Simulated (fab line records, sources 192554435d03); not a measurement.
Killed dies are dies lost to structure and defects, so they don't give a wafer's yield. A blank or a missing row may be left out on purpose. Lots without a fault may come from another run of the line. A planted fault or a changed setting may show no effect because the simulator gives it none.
A struck lot beside a sound one | flow n5_finfet | 19 steps out of a route of 1938
Sound: wafers L630.4, L630.5, L630.6. Struck: wafers L640.1, L640.3, L640.6. The cause comes at the end.
At each step with rows: each side's tool, then ch and its chambers, then its first start. Under that, the readings that differ: sound wafers | struck wafers | difference of the means | sigmas: that difference in standard deviations of wafers without a fault.
alike: readings whose means differ by less than 2 such deviations, and words and numbers that are the same on both sides. not compared: withheld readings, readings that some wafer has no value for, bounds like >300 that may hide the same value, and numbers for which the record gives no deviation and whose values overlap.
The two part at a step that has a row with sigmas, a row that says differs or no value, or rows on one side only. Numbers that don't overlap but have no deviation are shown without sigmas and don't part them. A reading that every wafer of one side lacks parts them only if that side has two wafers or more.

N5_BEOL_M11_CMP_52: polishes, stops on SiCOH lowk, t overpolish 7 s, target thk 140 nm.
  sound on cmp-02 ch 0,3, day 10 21:59; struck on cmp-03 ch 0,2,3, day 13 03:05
  alike: barrier_field_endpoint_s, motor_current_A, overpolish_run_s, slurry_flow_ml_min, time_to_endpoint_s
N5_BEOL_M11_THK_MEAS_53: measures by xrf.
  sound on film_metro-02, day 10 22:14; struck on film_metro-01, day 13 03:17
  alike: M11_THK
then, 1 step without rows for these wafers: N5_BEOL_M11_PRE_CLEAN_55 (time 15 s).
N5_BEOL_M11_DEP_56: deposits SiCN from 3MS/NH3, target thk 30 nm, time 10.5 s.
  sound on pecvd-03 ch 0,1,2, day 10 22:19; struck on pecvd-02 ch 0,2, day 13 03:22
  alike: showerhead_plenum_p_Torr, throttle_valve_pct
N5_BEOL_M11_RS_MEAS_57: measures by four-point-probe.
  sound on film_metro-01, day 10 22:22; struck on film_metro-01, day 13 03:25
  alike: M11_RS
N5_BEOL_M11_INSPECT_58: inspects for defects (darkfield).
  sound on defect_inspect-01, day 10 22:24; struck on defect_inspect-02, day 13 03:27
  reading          | sound      | struck   | difference | sigmas
  raw_defect_count | 76 102 124 | 47 49 64 | -47        | -2
N5_BEOL_M12_ILD_DEP_00: deposits SiOC from DEMS/O2, target thk 658.92 nm, time 130.7 s.
  sound on pecvd-03 ch 0,1,2, day 10 22:29; struck on pecvd-03 ch 1,2, day 13 03:29
  alike: heater_power_w, showerhead_plenum_p_Torr, throttle_valve_pct
N5_BEOL_M12_THK_MEAS_01:
  sound on film_metro-02, day 10 22:34; struck on film_metro-02, day 13 03:37
  alike: M12_ILD_THK
then, 4 steps without rows for these wafers: N5_BEOL_M12_COAT_58 (time 60 s, resist thk 89 nm); N5_BEOL_M12_COAT_04 (resist thk 400 nm); N5_BEOL_M12_EBR_06; N5_BEOL_M12_SOFTBAKE_05 (time 60 s).
N5_BEOL_M12_EXPOSE_07: exposes mask V11.
  sound on krf_scanner-01 ch 0, day 10 22:50; struck on krf_scanner-01 ch 0, day 13 03:52
  reading              | sound             | struck            | difference | sigmas
  exposure_dose_mJ_cm2 | 32.49 32.52 32.50 | 35.47 35.54 35.52 | +3.01      | +97
  alike: mask, reticle_temp_C
then, 3 steps without rows for these wafers: N5_BEOL_M12_PEB_08 (peb time 90 s); N5_BEOL_M12_DEVELOP_09 (develop time 45 s); N5_BEOL_M12_HARDBAKE_14 (time 120 s).
N5_BEOL_M12_CD_MEAS_10: target cd 140 nm.
  sound on cd_sem-02 ch 0, day 10 22:59; struck on cd_sem-03 ch 0, day 13 04:02
  reading    | sound             | struck            | difference | sigmas
  cd_nm (nm) | 139.5 140.2 141.3 | 151.3 150.6 151.4 | +10.8      | +8
N5_BEOL_M12_OVL_MEAS_11:
  sound on overlay-02 ch 0, day 10 23:01; struck on overlay-02 ch 0, day 13 04:04
  alike: V11_OVL
-- the record jumps here: 2 days lie between the struck wafers' starts before and after (it left off in module BEOL_M12 and takes up again in module PASSIVATION, whose first step shown is number 1936 of the route) --
N5_PASSIVATION_PROBE_49:
  the record has rows for the struck wafers here (prober-02, day 15 05:36) and none for the sound ones

WHERE THEY PART
First at N5_BEOL_M11_INSPECT_58; last, within this record, at N5_PASSIVATION_PROBE_49.

WHY: what the simulator had put in
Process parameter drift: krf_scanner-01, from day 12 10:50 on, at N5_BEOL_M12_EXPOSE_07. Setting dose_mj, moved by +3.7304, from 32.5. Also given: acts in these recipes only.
